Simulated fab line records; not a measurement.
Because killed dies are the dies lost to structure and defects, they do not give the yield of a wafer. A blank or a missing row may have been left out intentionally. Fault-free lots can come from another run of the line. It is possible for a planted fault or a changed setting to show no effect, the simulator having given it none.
Matching of chambers || flow nand_harc || NHARC_A_STAIRCASE_DESCUM_11 on rie_diel-02 has 4 sister chambers
The step chemistry O2, time 3 s. 4 wafers are shown with their chamber, then 8 later ones without.

WAFERS WITH THEIR CHAMBER
{"wafer": "L082.4", "chamber": 2, "drypump_motor_current_A (A)": 6.1}
{"wafer": "L080.6", "chamber": 1, "drypump_motor_current_A (A)": 5.5}
{"wafer": "L083.6", "chamber": 3, "drypump_motor_current_A (A)": 5.4}
{"wafer": "L088.2", "chamber": 0, "drypump_motor_current_A (A)": 5.4}

WAFERS WITHOUT THEIR CHAMBER
{"wafer": "L088.4", "drypump_motor_current_A (A)": 5.5}
{"wafer": "L088.5", "drypump_motor_current_A (A)": 5.4}
{"wafer": "L092.1", "drypump_motor_current_A (A)": 5.4}
{"wafer": "L092.5", "drypump_motor_current_A (A)": 5.3}
{"wafer": "L092.6", "drypump_motor_current_A (A)": 6.1}
{"wafer": "L097.2", "drypump_motor_current_A (A)": 6.1}
{"wafer": "L097.3", "drypump_motor_current_A (A)": 5.5}
{"wafer": "L097.4", "drypump_motor_current_A (A)": 5.4}

WHICH CHAMBER EACH WENT THROUGH
{"wafer": "L088.4", "from the rows above": 1, "in truth": 1}
{"wafer": "L088.5", "from the rows above": "can't be placed: 0 or 3", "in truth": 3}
{"wafer": "L092.1", "from the rows above": "can't be placed: 0 or 3", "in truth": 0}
{"wafer": "L092.5", "from the rows above": "can't be placed: 0 or 3", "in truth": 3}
{"wafer": "L092.6", "from the rows above": 2, "in truth": 2}
{"wafer": "L097.2", "from the rows above": 2, "in truth": 2}
{"wafer": "L097.3", "from the rows above": 1, "in truth": 1}
{"wafer": "L097.4", "from the rows above": "can't be placed: 0 or 3", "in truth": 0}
4 of 8 placed correctly. From these rows, 4 cannot be placed; in 4 the true chamber is one of the candidates. Wrongly placed: 0.
How it was worked out, from the rows above alone: a wafer's distance from a chamber is the root of the sum, over the readings, of the square of ((its reading less the chamber's mean) divided by the reading's scatter). If the next closest chamber is less than 2 further off than the closest, the wafer can't be placed; otherwise it belongs to the closest. For every chamber, the mean is computed from those of its wafers that are shown. The scatter (one wafer shown for each chamber): square how far every hidden wafer sits from the nearest shown wafer, average those squares and take the square root.
